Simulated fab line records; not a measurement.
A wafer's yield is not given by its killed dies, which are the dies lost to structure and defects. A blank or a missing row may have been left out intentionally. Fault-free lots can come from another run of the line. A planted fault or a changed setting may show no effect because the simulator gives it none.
Matching of chambers    flow nand harc    3 sister chambers for NHARC_A_STAIRCASE_DEP_322 on pecvd-01
The step deposits SiO2, target thk 3800 nm. 18 wafers are shown with their chamber, then 9 later ones without.

WAFERS PAIRED WITH THEIR CHAMBERS
wafer   chamber  heater power w (W)
L075.3  0        754
L075.4  1        626
L075.5  2        565
L077.1  0        706
L077.3  2        681
L077.4  2        585
L080.3  1        706
L080.4  2        581
L080.5  0        597
L081.1  2        697
L081.4  0        582
L081.5  2        567
L084.2  1        727
L084.4  0        594
L084.5  2        589
L085.1  2        628
L085.4  1        625
L085.6  2        573

SIGNATURES (averages over the wafers above)
reading         chamber 0  chamber 1  chamber 2  scatter within a chamber
heater power w  646.60     671.00     607.33     59.4
Rule: a wafer lies at a distance from a chamber equal to the root of the sum of squares, over the readings, of (its reading less the chamber's mean, divided by the reading's scatter). If the next closest chamber is less than 2 further off than the closest, the wafer can't be placed; otherwise it belongs to the closest. The scatter: the root of (the sum of the squares of (reading less its chamber's mean) over the shown wafers, divided by (wafers less chambers)).

WAFERS MISSING THEIR CHAMBER
wafer   heater power w (W)
L089.3  720
L089.4  578
L089.6  586
L091.2  679
L091.3  663
L091.5  632
L095.2  756
L095.3  695
L095.6  648

EACH ONE'S CHAMBER
wafer   from the rows above           in truth
L089.3  can't be placed: 1 or 0 or 2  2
L089.4  can't be placed: 2 or 0 or 1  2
L089.6  can't be placed: 2 or 0 or 1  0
L091.2  can't be placed: 1 or 0 or 2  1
L091.3  can't be placed: 1 or 0 or 2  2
L091.5  can't be placed: 0 or 2 or 1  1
L095.2  can't be placed: 1 or 0 or 2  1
L095.3  can't be placed: 1 or 0 or 2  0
L095.6  can't be placed: 0 or 1 or 2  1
0 of 9 placed correctly. These rows do not allow placing 9 (true chamber among the candidates in 9). Number placed wrongly: 0.
